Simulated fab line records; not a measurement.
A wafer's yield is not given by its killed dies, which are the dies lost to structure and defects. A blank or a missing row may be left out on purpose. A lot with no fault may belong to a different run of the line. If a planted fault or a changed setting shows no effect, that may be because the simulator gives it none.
Which tool is to blame? / flow nand harc / 39 wafers from 13 lots sampled at 5 of the route's 1302 steps

== WHAT THE GAUGES SHOWED, per wafer ==
NHARC_A_SGD_CUT_OVL_MEAS_10.
lot=L755; measured=day 18 20:44; on=overlay-01; overlay x nm (nm)=1.0 0.6 0.8; overlay y nm (nm)=-1.1 -1.0 -0.7
lot=L757; measured=day 20 04:34; on=overlay-02; overlay x nm (nm)=-2.4 -2.6 -2.4; overlay y nm (nm)=1.7 1.5 1.2
lot=L758; measured=day 20 21:14; on=overlay-02; overlay x nm (nm)=0.3 0.1 -0.9; overlay y nm (nm)=0.0 -0.4 0.4
lot=L762; measured=day 22 16:56; on=overlay-02; overlay x nm (nm)=0.1 0.5 0.0; overlay y nm (nm)=0.8 0.7 0.7
lot=L763; measured=day 22 17:06; on=overlay-01; overlay x nm (nm)=-1.0 -0.8 -0.1; overlay y nm (nm)=1.6 1.9 1.8
lot=L765; measured=day 23 18:48; on=overlay-01; overlay x nm (nm)=1.6 1.4 2.2; overlay y nm (nm)=2.1 1.7 1.8
lot=L767; measured=day 24 05:53; on=overlay-02; overlay x nm (nm)=-2.2 -2.8 -2.0; overlay y nm (nm)=0.2 -0.1 0.4
lot=L768; measured=day 25 01:08; on=overlay-02; overlay x nm (nm)=-0.2 -0.5 0.1; overlay y nm (nm)=-0.4 -0.1 -0.3
lot=L770; measured=day 25 01:17; on=overlay-01; overlay x nm (nm)=0.8 0.7 1.0; overlay y nm (nm)=-0.1 0.9 0.7
lot=L773; measured=day 27 00:33; on=overlay-02; overlay x nm (nm)=-0.6 0.3 0.4; overlay y nm (nm)=1.5 0.7 0.7
lot=L775; measured=day 27 08:28; on=overlay-01; overlay x nm (nm)=0.5 0.6 0.2; overlay y nm (nm)=1.0 1.4 1.4
lot=L776; measured=day 27 19:55; on=overlay-01; overlay x nm (nm)=-1.2 -0.9 -0.7; overlay y nm (nm)=1.1 1.1 0.7
lot=L778; measured=day 29 01:04; on=overlay-02; overlay x nm (nm)=-0.7 -0.2 -0.8; overlay y nm (nm)=-0.7 -0.3 0.1

NHARC_END_SORT_01.
lot=L755; measured=day 24 03:29; on=prober-02; killed at array=84 62 76; killed at other=1 1 2; killed at periphery=4 2 3; killed dies=89 65 81; killed open=6 4 5; killed short=2 1 3
lot=L763; measured=day 27 23:22; on=prober-02; killed at array=32 40 41; killed at other=2 1 0; killed at periphery=8 6 5; killed dies=42 47 46; killed open=5 1 3; killed short=2 3 1
lot=L765; measured=day 29 03:15; on=prober-01; killed at array=70 90 69; killed at other=0 0 0; killed at periphery=0 1 0; killed dies=70 91 69; killed open=2 1 3; killed short=3 4 2
lot=L770; measured=day 30 10:14; on=prober-01; killed at array=70 74 69; killed at other=0 1 0; killed at periphery=9 10 4; killed dies=79 85 73; killed open=1 5 2; killed short=0 2 4

== EACH LOT AND THE TOOL THAT RAN IT (in order: tool; ch and the chambers of the sampled wafers; start) ==
lot=L755; NHARC_A_SGD_CUT_STRIP_17=rie diel-10 ch 0,1, day 19 11:00 or earlier; NHARC_A_SLIT_SOFTBAKE_04=litho track-04 ch 0, day 19 11:00; NHARC_A_SLIT_ETCH_17=har etch-01 ch 0,1, day 19 13:36
lot=L757; NHARC_A_SGD_CUT_STRIP_17=rie diel-05 ch 0,1, day 20 15:00 or earlier; NHARC_A_SLIT_SOFTBAKE_04=litho track-06 ch 0, day 20 15:00; NHARC_A_SLIT_ETCH_17=har etch-01 ch 0,1, day 20 17:32
lot=L758; NHARC_A_SGD_CUT_STRIP_17=rie diel-05 ch 0,1,2, day 21 08:00 or earlier; NHARC_A_SLIT_SOFTBAKE_04=litho track-04 ch 0, day 21 08:00; NHARC_A_SLIT_ETCH_17=har etch-01 ch 0,1, day 21 10:26
lot=L762; NHARC_A_SGD_CUT_STRIP_17=rie diel-05 ch 0,3, day 23 05:00 or earlier; NHARC_A_SLIT_SOFTBAKE_04=litho track-04 ch 0, day 23 05:00; NHARC_A_SLIT_ETCH_17=har etch-01 ch 0,1, day 23 07:28
lot=L763; NHARC_A_SGD_CUT_STRIP_17=rie diel-05 ch 0,3, day 23 05:00 or earlier; NHARC_A_SLIT_SOFTBAKE_04=litho track-04 ch 0, day 23 05:00; NHARC_A_SLIT_ETCH_17=har etch-02 ch 0,1, day 23 10:58
lot=L765; NHARC_A_SGD_CUT_STRIP_17=rie diel-10 ch 0,1,3, day 24 06:00 or earlier; NHARC_A_SLIT_SOFTBAKE_04=litho track-01 ch 0, day 24 06:00; NHARC_A_SLIT_ETCH_17=har etch-01 ch 0,1, day 24 08:34
lot=L767; NHARC_A_SGD_CUT_STRIP_17=rie diel-10 ch 0,1, day 24 16:00 or earlier; NHARC_A_SLIT_SOFTBAKE_04=litho track-01 ch 0, day 24 16:00; NHARC_A_SLIT_ETCH_17=har etch-02 ch 0,1, day 24 19:58
lot=L768; NHARC_A_SGD_CUT_STRIP_17=rie diel-13 ch 0,2,3, day 25 12:00 or earlier; NHARC_A_SLIT_SOFTBAKE_04=litho track-01 ch 0, day 25 12:00; NHARC_A_SLIT_ETCH_17=har etch-02 ch 0,1, day 25 15:22
lot=L770; NHARC_A_SGD_CUT_STRIP_17=rie diel-10 ch 0,2,3, day 25 15:00 or earlier; NHARC_A_SLIT_SOFTBAKE_04=litho track-01 ch 0, day 25 15:00; NHARC_A_SLIT_ETCH_17=har etch-01 ch 0,1, day 25 17:29
lot=L773; NHARC_A_SGD_CUT_STRIP_17=rie diel-05 ch 1,2, day 27 11:00 or earlier; NHARC_A_SLIT_SOFTBAKE_04=litho track-01 ch 0, day 27 11:00; NHARC_A_SLIT_ETCH_17=har etch-01 ch 1, day 27 13:26
lot=L775; NHARC_A_SGD_CUT_STRIP_17=rie diel-10 ch 0,2, day 27 22:00 or earlier; NHARC_A_SLIT_SOFTBAKE_04=litho track-06 ch 0, day 27 22:00; NHARC_A_SLIT_ETCH_17=har etch-02 ch 0,1, day 27 23:56
lot=L776; NHARC_A_SGD_CUT_STRIP_17=rie diel-10 ch 0,2,3, day 28 07:00 or earlier; NHARC_A_SLIT_SOFTBAKE_04=litho track-04 ch 0, day 28 07:00; NHARC_A_SLIT_ETCH_17=har etch-01 ch 0,1, day 28 09:08
lot=L778; NHARC_A_SGD_CUT_STRIP_17=rie diel-10 ch 0,2,3, day 29 11:00 or earlier; NHARC_A_SLIT_SOFTBAKE_04=litho track-06 ch 0, day 29 11:00; NHARC_A_SLIT_ETCH_17=har etch-01 ch 0, day 29 15:11
- NHARC_A_SGD_CUT_STRIP_17: strips in O2.
- NHARC_A_SLIT_SOFTBAKE_04: time 55 s.
- NHARC_A_SLIT_ETCH_17: etches the open film in C4F8/O2/Ar, time 4254.5 s, target depth 20300 nm.

== WHAT THE TOOLS THEMSELVES READ (means of the sampled wafers that have a number; where no wafer has one, the mark that the record gives instead) ==
NHARC_A_SGD_CUT_STRIP_17.
lot=L755; tool=rie diel-10; drypump motor current A (A)=5.7; oes product au (a.u.)=1.003; rf vpp V (V)=57.4; showerhead plenum p Torr (Torr)=3.36; throttle valve pct (%)=17.033
lot=L757; tool=rie diel-05; drypump motor current A (A)=5.5; oes product au (a.u.)=1.005; rf vpp V (V)=58.5; showerhead plenum p Torr (Torr)=3.56; throttle valve pct (%)=17.039
lot=L758; tool=rie diel-05; drypump motor current A (A)=5.8; oes product au (a.u.)=1.017; rf vpp V (V)=56.6; showerhead plenum p Torr (Torr)=3.46; throttle valve pct (%)=17.034
lot=L762; tool=rie diel-05; drypump motor current A (A)=5.5; oes product au (a.u.)=0.993; rf vpp V (V)=58.1; showerhead plenum p Torr (Torr)=3.63; throttle valve pct (%)=17.037
lot=L763; tool=rie diel-05; drypump motor current A (A)=5.5; oes product au (a.u.)=0.994; rf vpp V (V)=58.9; showerhead plenum p Torr (Torr)=3.63; throttle valve pct (%)=17.043
lot=L765; tool=rie diel-10; drypump motor current A (A)=5.6; oes product au (a.u.)=1.012; rf vpp V (V)=57.7; showerhead plenum p Torr (Torr)=3.39; throttle valve pct (%)=17.044
lot=L767; tool=rie diel-10; drypump motor current A (A)=5.8; oes product au (a.u.)=1.007; rf vpp V (V)=57.4; showerhead plenum p Torr (Torr)=3.42; throttle valve pct (%)=17.030
lot=L768; tool=rie diel-13; drypump motor current A (A)=5.3; oes product au (a.u.)=0.989; rf vpp V (V)=57.7; showerhead plenum p Torr (Torr)=3.54; throttle valve pct (%)=17.029
lot=L770; tool=rie diel-10; drypump motor current A (A)=5.5; oes product au (a.u.)=1.001; rf vpp V (V)=56.6; showerhead plenum p Torr (Torr)=3.45; throttle valve pct (%)=17.038
lot=L773; tool=rie diel-05; drypump motor current A (A)=6.0; oes product au (a.u.)=1.016; rf vpp V (V)=57.0; showerhead plenum p Torr (Torr)=3.36; throttle valve pct (%)=17.038
lot=L775; tool=rie diel-10; drypump motor current A (A)=5.7; oes product au (a.u.)=1.014; rf vpp V (V)=57.3; showerhead plenum p Torr (Torr)=3.48; throttle valve pct (%)=17.038
lot=L776; tool=rie diel-10; drypump motor current A (A)=5.5; oes product au (a.u.)=1.002; rf vpp V (V)=57.2; showerhead plenum p Torr (Torr)=3.44; throttle valve pct (%)=17.042
lot=L778; tool=rie diel-10; drypump motor current A (A)=5.5; oes product au (a.u.)=1.007; rf vpp V (V)=56.7; showerhead plenum p Torr (Torr)=3.44; throttle valve pct (%)=17.036

NHARC_A_SLIT_SOFTBAKE_04.
lot=L755; tool=litho track-04; heater power total W (W)=188.56
lot=L757; tool=litho track-06; heater power total W (W)=188.48
lot=L758; tool=litho track-04; heater power total W (W)=188.32
lot=L762; tool=litho track-04; heater power total W (W)=188.41
lot=L763; tool=litho track-04; heater power total W (W)=188.43
lot=L765; tool=litho track-01; heater power total W (W)=188.33
lot=L767; tool=litho track-01; heater power total W (W)=188.35
lot=L768; tool=litho track-01; heater power total W (W)=193.17
lot=L770; tool=litho track-01; heater power total W (W)=193.38
lot=L773; tool=litho track-01; heater power total W (W)=193.14
lot=L775; tool=litho track-06; heater power total W (W)=188.36
lot=L776; tool=litho track-04; heater power total W (W)=188.45
lot=L778; tool=litho track-06; heater power total W (W)=188.42

NHARC_A_SLIT_ETCH_17.
lot=L755; tool=har etch-01; drypump motor current A (A)=5.3; showerhead plenum p Torr (Torr)=3.65; throttle valve pct (%)=32.048
lot=L757; tool=har etch-01; drypump motor current A (A)=5.4; showerhead plenum p Torr (Torr)=3.64; throttle valve pct (%)=32.049
lot=L758; tool=har etch-01; drypump motor current A (A)=5.5; showerhead plenum p Torr (Torr)=3.63; throttle valve pct (%)=32.049
lot=L762; tool=har etch-01; drypump motor current A (A)=5.4; showerhead plenum p Torr (Torr)=3.62; throttle valve pct (%)=32.046
lot=L763; tool=har etch-02; drypump motor current A (A)=6.0; showerhead plenum p Torr (Torr)=3.89; throttle valve pct (%)=32.041
lot=L765; tool=har etch-01; drypump motor current A (A)=5.5; showerhead plenum p Torr (Torr)=3.61; throttle valve pct (%)=32.047
lot=L767; tool=har etch-02; drypump motor current A (A)=6.0; showerhead plenum p Torr (Torr)=3.88; throttle valve pct (%)=32.046
lot=L768; tool=har etch-02; drypump motor current A (A)=6.2; showerhead plenum p Torr (Torr)=3.87; throttle valve pct (%)=32.037
lot=L770; tool=har etch-01; drypump motor current A (A)=5.4; showerhead plenum p Torr (Torr)=3.60; throttle valve pct (%)=32.048
lot=L773; tool=har etch-01; drypump motor current A (A)=5.6; showerhead plenum p Torr (Torr)=3.60; throttle valve pct (%)=32.050
lot=L775; tool=har etch-02; drypump motor current A (A)=6.3; showerhead plenum p Torr (Torr)=3.85; throttle valve pct (%)=32.044
lot=L776; tool=har etch-01; drypump motor current A (A)=5.5; showerhead plenum p Torr (Torr)=3.59; throttle valve pct (%)=32.048
lot=L778; tool=har etch-01; drypump motor current A (A)=5.2; showerhead plenum p Torr (Torr)=3.57; throttle valve pct (%)=32.048

== THE ANSWER, worked out from the rows above alone ==
Rule: what is usual is taken from the lots themselves. Put in order of their means at a reading, lots are off if they are a third of the lots or fewer, leave a main group of 4 or more, and stand apart from it by a gap of 3 or more times the standard deviation of the main group's means; of several such gaps the widest counts. Not used: any main group whose means are identical at the precision the tables above print for the reading. A lot without any number at a reading at which 4 lots or more have one is off too. Any other lot the step has rows for is counted as sound. The gauges are gone through in route order, then the tools' own readings, and for those a lot's mean is taken as printed above. The first step at which some lot is off is used, and at that step the reading that is off furthest; a lot without a number counts as furthest.
Off, at NHARC_A_SLIT_SOFTBAKE_04 on heater power total W: L768, L770, L773. For the main group the mean is 188.41 W and the standard deviation 0.071.
If a tool, at that step or one of the process steps before it, ran each lot that is off and ran no sound lot following the first of them, it fits. With no start given for some of its lots, NHARC_A_SGD_CUT_STRIP_17 uses the hours and lot order of NHARC_A_SLIT_SOFTBAKE_04. One fits: NHARC_A_SLIT_SOFTBAKE_04 on litho track-01. Its last sound lot is L767 (day 24 16:00), its first lot that is off L768 (day 25 12:00): a fault that began between those two fits.
On the lots that are off, the tool's own readings at NHARC_A_SLIT_SOFTBAKE_04 differ by more than 5 times the standard deviation of the sound lots' means, which bears it out; heater power total W reads 193.23 W there versus 188.41 W on the sound lots.

== WHAT THE SIMULATOR HAD PUT IN ==
Drift in process parameters on litho track-01 at NHARC_A_SLIT_SOFTBAKE_04, starting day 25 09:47. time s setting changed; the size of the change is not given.
Struck lots among those shown: L768, L770, L773. The same result came from the rule above.
